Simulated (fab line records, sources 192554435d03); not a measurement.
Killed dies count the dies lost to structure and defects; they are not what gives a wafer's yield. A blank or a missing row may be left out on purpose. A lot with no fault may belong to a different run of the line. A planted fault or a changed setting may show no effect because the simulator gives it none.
A single fault, viewed from 3 desks | flow n5-finfet | every desk sees just its own numbers, and what lay behind them comes last

## DESK OF THE TOOL OWNER: pvd-sputter-03
The tool's own readings at N5_BEOL_M13_SPUTTER_45 (material Cu, target thk 80 nm, time 13.33 s): means of the sampled wafers that have a number, for each lot that ran on this tool. Any lot whose mean is over 4 standard deviations away from the usual mean is out of limits and marked OUT; that distance is given in the brackets.
Columns: A = cathode-dc-power-W at N5_BEOL_M13_SPUTTER_45, usual 26001 W; B = chuck-sensor-temp-C at N5_BEOL_M13_SPUTTER_45, usual -16.0 C; C = susceptor-temp-C at N5_BEOL_M13_SPUTTER_45, usual -19.99 C; D = throttle-valve-pct at N5_BEOL_M13_SPUTTER_45, usual 30.4 %
lot  | first seen here | A                       | B     | C      | D
L919 | day 13 14:59    | 26003                   | -15.7 | -20.01 | 31.1
L926 | day 15 16:40    | 26002                   | -15.9 | -20.05 | 30.2
L928 | day 15 17:18    | 27056 (+99 or more) OUT | -16.1 | -19.98 | 30.3
L930 | day 15 22:20    | 27049 (+99 or more) OUT | -16.1 | -19.99 | 30.5
Finding of this desk: L928, L930 out of limits; the first was L928 at day 15 17:18, on cathode-dc-power-W at N5_BEOL_M13_SPUTTER_45. In limits: L919, L926.

## THE DEFECT DESK
For each lot, the counts of the inspections along the route, averaged over the sampled wafers that have a number. Any lot whose mean is over 4 standard deviations away from the usual mean is out of limits and marked OUT; that distance is given in the brackets.
Columns: A = raw-defect-count at N5_BEOL_M13_INSPECT_12, usual 2.2
lot  | first seen here | A
L915 | day 12 00:37    | 1.7
L916 | day 12 12:21    | 2.7
L917 | day 13 09:02    | 2.0
L919 | day 13 09:53    | 4.3
L921 | day 13 19:00    | 1.3
L922 | day 14 04:15    | 2.0
L926 | day 15 09:53    | 2.3
L928 | day 15 12:30    | 5.0
L930 | day 15 19:05    | 2.7
L932 | day 16 19:12    | 2.7
L936 | day 17 08:08    | 1.3
L938 | day 18 06:04    | 3.7
Finding of this desk: none of the 12 lots has anything out of limits.

## FROM THE METROLOGY DESK
Means of the sampled wafers that have a number, per lot and without regard to the tool the lot ran on: this is what the gauges read. Any lot whose mean is over 4 standard deviations away from the usual mean is out of limits and marked OUT; that distance is given in the brackets.
Columns: A = V12_OVL at N5_BEOL_M13_OVL_MEAS_11, usual 0 nm; B = cd-nm at N5_BEOL_M13_CD_MEAS_17, usual 190.8 nm
lot  | first seen here | A  | B
L915 | day 12 00:35    | 8  | 190.2
L916 | day 12 12:19    | -6 | 191.1
L917 | day 13 09:01    | 2  | 194.3
L919 | day 13 09:52    | 1  | 191.6
L921 | day 13 18:59    | -8 | 190.4
L922 | day 14 04:14    | -2 | 191.0
L926 | day 15 09:52    | -8 | 190.7
L928 | day 15 12:29    | -5 | 190.4
L930 | day 15 19:04    | 2  | 191.3
L932 | day 16 19:05    | 3  | 190.5
L936 | day 17 08:07    | -1 | 191.3
L938 | day 18 06:03    | 2  | 189.2
Finding of this desk: none of the 12 lots has anything out of limits.

## TAKEN TOGETHER
At day 15 17:18, on L928, L930, the tool owner's desk was in a position to raise an alarm.
No out-of-limits result turned up at the defect desk.
Metrology desk: nothing out of limits seen.
The defect desk has L928, L930 on record, within its limits.
The metrology desk holds a record of L928, L930, inside its limits.
On pvd-sputter-03, each named lot ran N5_BEOL_M13_SPUTTER_45.

## WHAT THE SIMULATOR PUT IN
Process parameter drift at N5_BEOL_M13_SPUTTER_45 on pvd-sputter-03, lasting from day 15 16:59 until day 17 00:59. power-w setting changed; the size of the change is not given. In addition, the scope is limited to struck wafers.
Shown lots that were struck: L928, L930.
Each desk's first reading out of limits, in hours after the fault started: the tool owner's desk, 0.
